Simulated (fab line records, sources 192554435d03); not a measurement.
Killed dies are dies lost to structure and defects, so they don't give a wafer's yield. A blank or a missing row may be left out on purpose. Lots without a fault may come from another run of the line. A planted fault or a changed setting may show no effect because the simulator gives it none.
fab line records | flow n5_finfet
record lots=4 wafers=12 last_day=17
route steps=1938 shown BEOL_M0@742 BEOL_M1@751 BEOL_M4@1111 PASSIVATION@1936
lots that met no fault: from a run of the same line without faults
start_h: hours from the record's first day to the start of the lot's first wafer shown | wait_h: hours since the lot's step before | " the same as in the row above | L1.1+2: a row that stands for several wafers | - no value, or no start given | * or withheld: withheld | < > ~ a bound
route shown NAME@n: a module of which the file shows steps, and the number in the route of the first | usual: mean/standard deviation of fault-free wafers | same: alike in all rows | chamber/n: place in a boat | sites: the reading at each site | _std_site: their standard deviation | _edge_site: outer sites' mean less inner sites' | radius_mm: how far each site lies from the wafer's centre | mask NAME#n: copy n | behind: the tool/chamber that last shaped the wafer | hold: why the lot was held/for how many hours/how that ended | device: the transistor (n, p or np) that didn't switch | end of line: the same wafers' tests at the end of the route | a step without rows: its recipe alone | killed: dies lost to structure and defects at the first sort, not the wafer's yield | map: a wafer's dies, x killed, . not, _ none there
set.NAME: the setting as run; set.NAME@STEP: as run at that earlier step | model.NAME: the simulator's own value behind a step, which no gauge read
lots at some steps of the route; a table a step, a row a wafer
services: from which hour (start_h, from the record's first day; less than 0 if before it) a tool's chamber was out of use, for how many hours, and why
## steps
# step N5_BEOL_M0_ANNEAL_119
# recipe temp_c=225 time_s=90 ambient=N2
# step N5_BEOL_M0_CMP_120
# recipe stop_on=SiOC t_overpolish_s=6.9 down_force_psi=1 platen_rpm=50 clearing_platen_down_force_psi=1.5 clearing_platen_rpm=50 post_cmp_clean=cu_alkaline clearing_platen_pad_velocity_m_s=0.99484 pad_velocity_m_s=0.99484
# step N5_BEOL_M0_PRE_CLEAN_131
# recipe gas=NH3/H2 time_s=15 temp_c=* rf_power_w=300
# step N5_BEOL_M0_CO_CAP_123
# recipe material=Co target_thk_a=20 temp_c=200 precursor=CCTBA/H2 pressure_torr=30 time_s=102.1
# step N5_BEOL_M0_PRE_CLEAN_124
# recipe gas=NH3 time_s=15 temp_c=withheld rf_power_w=300
# step N5_BEOL_M0_DEP_125
# recipe material=SiCN target_thk_a=80 temp_c=withheld precursor=3MS/NH3 pressure_torr=3 rf_w=202 time_s=14
# step N5_BEOL_M1_ILD_DEP_00
# recipe material=SiOC target_thk_a=790 temp_c=350 precursor=DEMS/O2 pressure_torr=5 rf_w=500 time_s=15.3
# step N5_BEOL_M1_PECVD_72
# recipe material=SiO2 target_thk_a=160 temp_c=400 precursor=TEOS/O2 pressure_torr=5.5 rf_w=450 teos_flow_sccm=53.8 gas=O2 flow_sccm=3000 time_s=18
# step N5_BEOL_M1_HM_DEP_02
# recipe material=TiN target_thk_a=200 temp_c=25 chamber_pressure_pa=0.49996
# usual throttle_valve_pct=29.8/1.2
# columns lot.wafer tool chamber start_h wait_h throttle_valve_pct
L456.2 pvd_sputter-03 - 135.11 1.7 30.7
L456.4 " - " " 28.4
L456.6 " - " " 28.6
L470.4 pvd_sputter-03 - 217.77 1.5 30.4
L470.5 " - " " 30.8
L470.6 " - " " 28.5
L471.2 pvd_sputter-03 - 218.31 1.2 28.4
L471.3 " - " " 28.4
L471.4 " - " " 30.9
L477.1 pvd_sputter-02 - 257.02 0.1 30.9
L477.2 " - " " 31.0
L477.3 " - " " 31.0
# step N5_BEOL_M1_COAT_61
# recipe resist=SOC temp_c=250 time_s=60 spin_rpm=1500 resist_thk_nm=60
# step N5_BEOL_M1_COAT_62
# recipe resist=SiARC temp_c=220 time_s=60 spin_rpm=1500 resist_thk_nm=12
# step N5_BEOL_M1_COAT_73
# recipe resist=underlayer temp_c=205 time_s=60 spin_rpm=1500 resist_thk_nm=5
# step N5_BEOL_M1_COAT_05
# recipe resist=CAR-EUV spin_rpm=1500 resist_thk_nm=30
# step N5_BEOL_M1_EBR_07
# recipe solvent=PGMEA ebr_width_mm=1.5
# step N5_BEOL_M1_SOFTBAKE_06
# recipe temp_c=110 time_s=60 resist=CAR-EUV
# step N5_BEOL_M1_EXPOSE_08
# recipe mask_id=M1 na=0.33 source_shape=dipole sigma_inner=0.369 sigma_outer=0.767 polarization=unpolarized dose_mj=33
# step N5_BEOL_M1_PEB_09
# recipe peb_temp_c=100 peb_time_s=60 resist=CAR-EUV
# step N5_BEOL_M1_DEVELOP_10
# recipe develop_time_s=30 developer=TMAH resist=CAR-EUV rinse_liquid=surfactant_rinse dry=air_spin dev_temp_c=23
# step N5_BEOL_M1_INSPECT_13
# recipe mode=adi inspect_instrument=brightfield
# usual raw_defect_count=394/87
# columns lot.wafer tool chamber start_h wait_h raw_defect_count
L456.2 defect_inspect-02 - 135.71 0.0 500
L456.4 " - " " 446
L456.6 " - " " 309
L470.4 defect_inspect-02 - 218.25 0.0 890
L470.5 " - " " 882
L470.6 " - " " 858
L471.2 defect_inspect-01 - 218.79 0.0 885
L471.3 " - " " 874
L471.4 " - " " 881
L477.1 defect_inspect-02 - 257.50 0.1 345
L477.2 " - " " 434
L477.3 " - " " 473
# step N5_BEOL_M1_DESCUM_16
# recipe chemistry=O2 time_s=7 source_power_w=50 bias_power_w=20 pressure_mtorr=20 rf_frequency_hz=2.712e+07 temp_c=40 resist=CAR-EUV o2_flow_sccm=225
# step N5_BEOL_M1_ETCH_74
# recipe chemistry=N2/H2 target=underlayer target_depth_a=65 mask_material=CAR-EUV time_s=5.2 ion_energy_ev=200 pressure_mtorr=30 source_w=840 bias_w=150 n2_flow_sccm=200 h2_flow_sccm=200 ends=cleared
# step N5_BEOL_M1_ETCH_63
# recipe chemistry=CF4 target=SiARC target_depth_a=156 mask_material=CAR-EUV time_s=26 ion_energy_ev=80 pressure_mtorr=40 source_w=545 bias_w=36 Ar_flow_sccm=100 cf4_flow_sccm=100 ends=cleared
# step N5_BEOL_M1_ETCH_64
# recipe chemistry=N2/H2 target=SOC target_depth_a=750 overetch_a=150 mask_material=SiARC temp_c=40 time_s=112.5 ion_energy_ev=200 pressure_mtorr=30 source_w=840 bias_w=150 n2_flow_sccm=200 h2_flow_sccm=200
# step N5_BEOL_M1_STRIP_65
# recipe chemistry=N2/H2 temp_c=40 n2_flow_sccm=200 h2_flow_sccm=200 rf_frequency_hz=6e+07
# step N5_BEOL_M1_STRIP_75
# recipe chemistry=N2/H2 temp_c=40 n2_flow_sccm=200 h2_flow_sccm=200 rf_frequency_hz=6e+07
# step N5_BEOL_M1_STRIP_66
# recipe chemistry=CF4 resist=SiARC power_w=300 bias_power_w=75 pressure_mtorr=50 cf4_flow_sccm=150 rf_frequency_hz=6e+07
# step N5_BEOL_M1_HM_OPEN_17
# recipe chemistry=Cl2/BCl3 target_depth_a=200 overetch_a=60 target=TiN mask_material=SOC ion_energy_ev=150 pressure_mtorr=10 icp_w=1000 bias_w=126 Cl2_flow_sccm=53.25 bcl3_flow_sccm=21.75 Ar_flow_sccm=25
# step N5_BEOL_M1_STRIP_19
# recipe chemistry=O2 power_w=400 temp_c=40 pressure_mtorr=30 rf_frequency_hz=6e+07 bias_power_w=0 overash_fraction=0.2 o2_flow_sccm=225
# step N5_BEOL_M1_COAT_67
# recipe resist=SOC temp_c=250 time_s=60 spin_rpm=1500 resist_thk_nm=60
# step N5_BEOL_M1_COAT_68
# recipe resist=SiARC temp_c=220 time_s=60 spin_rpm=1500 resist_thk_nm=12
# step N5_BEOL_M1_COAT_76
# recipe resist=underlayer temp_c=205 time_s=60 spin_rpm=1500 resist_thk_nm=5
# step N5_BEOL_M1_COAT_22
# recipe resist=CAR-EUV spin_rpm=1500 resist_thk_nm=30
# step N5_BEOL_M1_EBR_24
# recipe solvent=PGMEA ebr_width_mm=1.5
# step N5_BEOL_M1_SOFTBAKE_23
# recipe temp_c=110 time_s=60 resist=CAR-EUV
# step N5_BEOL_M1_EXPOSE_25
# recipe mask_id=V0 na=0.33 source_shape=quasar sigma_inner=0.2 sigma_outer=0.8 polarization=unpolarized defocus_nm=5 target_cd_nm=24 dose_mj=63
# step N5_BEOL_M1_INSPECT_30
# recipe mode=adi inspect_instrument=brightfield
# usual raw_defect_count=398/89
# columns lot.wafer tool chamber start_h wait_h raw_defect_count
L456.2 defect_inspect-02 - 136.68 0.0 458
L456.4 " - " " 460
L456.6 " - " " 315
L470.4 defect_inspect-01 - 219.12 0.0 858
L470.5 " - " " 868
L470.6 " - " " 822
L471.2 defect_inspect-01 - 219.66 0.0 882
L471.3 " - " " 877
L471.4 " - " " 891
L477.1 defect_inspect-02 - 258.46 0.1 362
L477.2 " - " " 449
L477.3 " - " " 482
# step N5_BEOL_M4_RC_MEAS_101
# usual DIBL_N=35.8/1.6 DIBL_P=36.0/2.1 IOFF_N=0.153/0.026 IOFF_P=0.21/0.037 ION_N=673/11 ION_P=462/7.6 SS_N=71.4/0.53 SS_P=73.2/0.67 VT_N=250/3.2 VT_P=-250/3.7
# columns lot.wafer tool chamber start_h wait_h DIBL_N[mV/V] DIBL_P[mV/V] IOFF_N[nA/um] IOFF_P[nA/um] ION_N[uA/um] ION_P[uA/um] SS_N[mV/dec] SS_P[mV/dec] VT_N[mV] VT_P[mV]
L456.2 prober-02 0 177.56 0.2 35.8 35.8 0.133 0.18 665 453 71.3 73.3 255 -253
L456.4 " 0 " " 37.1 38.2 0.170 0.22 684 465 71.9 73.8 249 -250
L456.6 " 0 " " 36.7 37.8 0.159 0.20 675 462 71.5 73.6 251 -252
L470.4 prober-01 0 269.09 0.5 34.7 34.5 0.133 0.19 666 459 71.5 72.3 257 -252
L470.5 " 0 " " 34.2 34.7 0.123 0.19 672 464 71.8 72.3 256 -249
L470.6 " 0 " " 35.7 36.5 0.150 0.22 663 470 71.8 73.2 253 -250
L471.2 prober-02 0 269.44 0.2 37.0 35.1 0.148 0.20 672 463 71.8 72.9 253 -249
L471.3 " 0 " " 37.1 35.6 0.150 0.21 667 461 71.5 73.4 250 -252
L471.4 " 0 " " 36.5 35.2 0.145 0.20 675 463 71.8 73.5 251 -249
L477.1 prober-01 0 302.14 0.0 31.6 30.1 0.090 0.13 651 448 70.3 71.3 256 -257
L477.2 " 0 " " 38.0 37.4 0.200 0.24 691 464 72.0 73.2 243 -247
L477.3 " 0 " " 37.5 38.7 0.195 0.24 688 469 71.7 74.2 247 -249
# step N5_PASSIVATION_PROBE_49
# usual defect_limited_yield=91.3/1.5 killed_at_M0_to_M3=33/12 killed_at_M4_up=13/5.2 killed_at_contacts=13/6.7 killed_at_front_end=40/11 killed_at_other=4.1/2.7 killed_dies=103/17 killed_open=69/13 killed_short=33/8.4 sort_bin_5_function=5.1/1 sort_bin_6_memory=3.2/0.62 sort_bin_8_speed=0.00/0.014 sort_n_pass=1077/17 sort_yield_pct=91.3/1.5
# same gross_dies=1180 killed_at_back_side=0 sort_bin_4_leakage[%]=0
# columns lot.wafer tool chamber start_h wait_h defect_limited_yield[%] killed_at_M0_to_M3 killed_at_M4_up killed_at_contacts killed_at_front_end killed_at_other killed_dies killed_open killed_short sort_bin_5_function[%] sort_bin_6_memory[%] sort_bin_8_speed[%] sort_n_pass sort_yield_pct[%]
L456.2 prober-01 - 274.71 0.1 90.4 39 12 29 30 3 113 84 27 6.1 3.2 0 1067 90.4
L456.4 prober-01 - 274.81 0.2 93.9 26 7 8 30 1 72 45 24 3.6 2.0 0 1108 93.9
L456.6 prober-01 - 274.91 0.3 93.1 17 10 19 32 3 81 54 24 4.1 2.5 0 1099 93.1
L471.2 prober-02 - 382.43 0.1 81.8 150 12 7 42 4 215 76 37 11.2 4.8 0 965 81.8
L471.3 prober-02 - 382.48 0.1 79.8 169 9 9 48 3 238 81 40 12.5 5.5 0 942 79.8
L471.4 prober-02 - 382.53 0.2 77.4 196 9 7 51 4 267 90 49 14.9 6.4 0 913 77.4
L470.4 prober-02 - 383.16 0.2 82.0 156 7 16 32 1 212 61 33 11.6 4.4 0 968 82.0
L470.5 prober-02 - 383.21 0.2 81.2 155 15 16 35 1 222 65 38 11.4 5.8 0.08 958 81.2
L470.6 prober-02 - 383.26 0.3 86.7 115 5 11 26 0 157 48 20 8.1 3.0 0 1023 86.7
L477.1 prober-02 - 402.79 0.0 91.3 30 24 4 40 5 103 70 31 4.5 4.0 0 1077 91.3
L477.2 prober-02 - 402.84 0.1 92.2 22 19 2 46 3 92 52 40 4.9 2.6 0 1088 92.2
L477.3 prober-02 - 402.89 0.1 91.6 38 9 5 42 5 99 64 32 4.8 3.1 0 1081 91.6
# killed by level:class
L456.2 MOL_CONTACT_COAG:geometric_particle:open=27 BEOL_M2:geometric_particle:open=12 FIN_SAQP:geometric_particle:open=8 BEOL_M3:geometric_particle:open=7 STI_FIN_REVEAL:geometric_particle:open=6 FIN_SAQP:geometric_particle:short=4 BEOL_M0_SAQP:geometric_particle:open=4 BEOL_M1:geometric_particle:open=4
L456.4 BEOL_M2:geometric_particle:open=9 FIN_SAQP:geometric_particle:short=7 FIN_SAQP:geometric_particle:open=6 MOL_CONTACT_COAG:geometric_particle:open=6 DUMMY_GATE:geometric_particle:open=5 BEOL_M0_SAQP:geometric_particle:open=5 GATE_CUT:geometric_particle:short=4 BEOL_M0_SAQP:geometric_particle:short=3
L456.6 MOL_CONTACT_COAG:geometric_particle:open=16 STI_FIN_REVEAL:geometric_particle:open=5 BEOL_M2:geometric_particle:open=5 STARTING-WAFER:geometric_particle:open=5 FIN_SAQP:geometric_particle:short=4 ILD0:geometric_particle:short=3 MOL_CONTACT_COAG:geometric_particle:short=3 BEOL_M0_SAQP:geometric_particle:short=3
L471.2 BEOL_M1:unspecified=101 BEOL_M0_SAQP:geometric_particle:open=16 STI_FIN_REVEAL:geometric_particle:open=11 BEOL_M2:geometric_particle:open=8 BEOL_M3:geometric_particle:open=6 MOL_CONTACT_COAG:geometric_particle:short=5 BEOL_M0_SAQP:geometric_particle:short=5 STARTING-WAFER:geometric_particle:open=5
L471.3 BEOL_M1:unspecified=115 BEOL_M0_SAQP:geometric_particle:open=15 BEOL_M0_SAQP:geometric_particle:short=14 FIN_SAQP:geometric_particle:open=10 FIN_SAQP:geometric_particle:short=9 BEOL_M3:geometric_particle:open=8 BEOL_M0:geometric_particle:open=7 MOL_CONTACT_COAG:geometric_particle:open=7
L471.4 BEOL_M1:unspecified=125 BEOL_M0_SAQP:geometric_particle:short=23 BEOL_M0_SAQP:geometric_particle:open=17 STI_FIN_REVEAL:geometric_particle:open=14 FIN_SAQP:geometric_particle:short=9 BEOL_M3:geometric_particle:open=9 BEOL_M1:geometric_particle:open=8 DUMMY_GATE:geometric_particle:open=8
L470.4 BEOL_M1:unspecified=117 MOL_CONTACT_COAG:geometric_particle:open=14 FIN_SAQP:geometric_particle:short=12 BEOL_M0_SAQP:geometric_particle:short=8 BEOL_M2:geometric_particle:open=8 BEOL_M3:geometric_particle:open=6 BEOL_M1:geometric_particle:open=5 FIN_SAQP:geometric_particle:open=4
L470.5 BEOL_M1:unspecified=118 BEOL_M0_SAQP:geometric_particle:open=13 MOL_CONTACT_COAG:geometric_particle:open=12 BEOL_M0_SAQP:geometric_particle:short=12 STI_FIN_REVEAL:geometric_particle:open=8 STARTING-WAFER:geometric_particle:short=7 BEOL_M2:geometric_particle:open=6 BEOL_M4:geometric_particle:open=5
L470.6 BEOL_M1:unspecified=88 MOL_CONTACT_COAG:geometric_particle:open=11 BEOL_M0_SAQP:geometric_particle:open=10 FIN_SAQP:geometric_particle:open=7 STI_FIN_REVEAL:geometric_particle:open=7 BEOL_M2:geometric_particle:open=5 FIN_SAQP:geometric_particle:short=4 BEOL_M0_SAQP:geometric_particle:short=4
L477.1 BEOL_M1:geometric_particle:open=12 DUMMY_GATE:geometric_particle:open=10 BEOL_M5:geometric_particle:open=9 FIN_SAQP:geometric_particle:short=8 BEOL_M4:geometric_particle:open=6 STI_FIN_REVEAL:geometric_particle:open=5 BEOL_M0_SAQP:geometric_particle:open=5 BEOL_M3:geometric_particle:open=5
L477.2 DUMMY_GATE:geometric_particle:open=10 FIN_SAQP:geometric_particle:short=8 BEOL_M5:geometric_particle:open=7 GATE_CUT:geometric_particle:short=6 GATE_CUT:geometric_particle:open=6 STARTING-WAFER:geometric_particle:short=5 BEOL_M0_SAQP:geometric_particle:open=4 BEOL_M3:geometric_particle:open=4
L477.3 BEOL_M1:geometric_particle:open=12 BEOL_M3:geometric_particle:open=7 STI_FIN_REVEAL:geometric_particle:open=7 STARTING-WAFER:geometric_particle:short=7 FIN_SAQP:geometric_particle:open=6 BEOL_M0_SAQP:geometric_particle:short=5 BEOL_M0_SAQP:geometric_particle:open=5 STARTING-WAFER:geometric_particle:open=5
# map L470.5 (x killed, . not)
_________________x...........________________
______________x................._____________
___________.....x...x..............__________
__________....x....................._________
________.....x....................x..._______
_______...................x..x.........______
______x.......x......x.........x........_____
_____....xx.xx..x..........x....x..x.....____
____..x..................x......x...x.....___
___..x....x.......................x........__
___........................................__
__....x.x.......x......x.x.....x...........x_
__.....x..........x..........x.xx...x......._
_.......x...........x..x.x.................x.
_...........xxxx..xx.x.............xx......x.
_..x..........xxxxxxxx.x...x...x.............
_...........xxxxxxxxx........................
_..........x.xxxxxxxxxx..x....x..............
_..xx.....xx.xxxxxxxxxxx....x....x.......x...
_..........xxxxxxxxxxxxxx.................x..
_x.........xxxxxxxxxxxxxx.x......x...........
__.........xxxxxxxxxxx.x.xx..x..x......xx.x._
__........x.xxx.xxxxxx.x...........x........_
___.xx......x.x.xxxxx.x...x.x..............__
___..........x.xx..xxxx.x...x..............__
____............xx....x....x.x........x..x___
_____...........xxx.................x....____
______.....xx.....x..........xx....x...._____
_______.......................x....x...______
________...x..........x...........x..._______
__________..x.....x................._________
___________..........x...xx.....x..__________
______________..............x.x._____________
_________________............________________
# map L471.4 (x killed, . not)
_________________x...........________________
______________.....x...........x_____________
___________........xx....x....x....__________
__________...x..........x..........._________
________.........x....x..........xx..._______
_______.................x..x....x......______
______...........x.x...........xx......x_____
_____......xx...x..x..x....x.....x.......____
____.x....x.........x.x..x.............x.x___
___....x.xx......................x.x..xx.x.__
___...........x.......xxx.......x..........__
__.x......x....x.x....................x..x.._
__......x...x.x...x..x..................x..._
_...x........x.x.x......................x....
_...x....x..x.xx.xxxx..x..............x......
_x.............xxxx.x.x.x..x................x
_........xx.xxxxxxxxxxxx.................x...
_.......x.xxxxxxxxxxxxxx..x..xx....x.........
_....x..x..xxxxxxxxxxxxxx..x.............x...
_...x......x.xxxxxxxxxxxxx.......x......x....
_.x..xx....xxxxxxxxxxxx.xxx.............x....
__........x.xxxxxxxxxxxx...................x_
__......x.x.xxxxxxxxxxxx......x..x..x......._
___.x....xx.xx.xxx.xxxx.xx..............x..__
___............x.xxxx..x.x...x....x...x....__
____..x......x..x....x....................___
_____x..........x.x...........x.......x..____
______..xx.....x.................x.x.x.._____
_______...xx....x...........x..........______
________.......xx..x.x.....xx........._______
__________...........xxx............_________
___________......x...xx............__________
______________...x..x...x......x_____________
_________________...x...x....________________
## services
# columns tool chamber start_h hours kind
pvd_sputter-02 - 114.88 19.9 repair
## key
first_sign step=N5_BEOL_M1_INSPECT_13 reading=raw_defect_count direction=up sigmas=5.5 usual=394 struck=878
effect step=N5_BEOL_M1_INSPECT_30 reading=raw_defect_count direction=up sigmas=5.3 usual=398 struck=866
effect step=N5_PASSIVATION_PROBE_49 reading=killed_at_M0_to_M3 direction=up sigmas=11 usual=33 struck=157
more_kills_born_at N5_BEOL_M1_HM_DEP_02@pvd_sputter-03=664
met_at N5_BEOL_M1_HM_DEP_02
struck_wafers L470.4,L470.5,L470.6,L471.2,L471.3,L471.4
onset_between 135.11 217.77
fault kind=chamber_particle_source tool=pvd_sputter-03 chamber=- onset_h=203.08 steps=N5_BEOL_M1_HM_DEP_02 rate_per_visit_cm2=0.70181 end_h=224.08
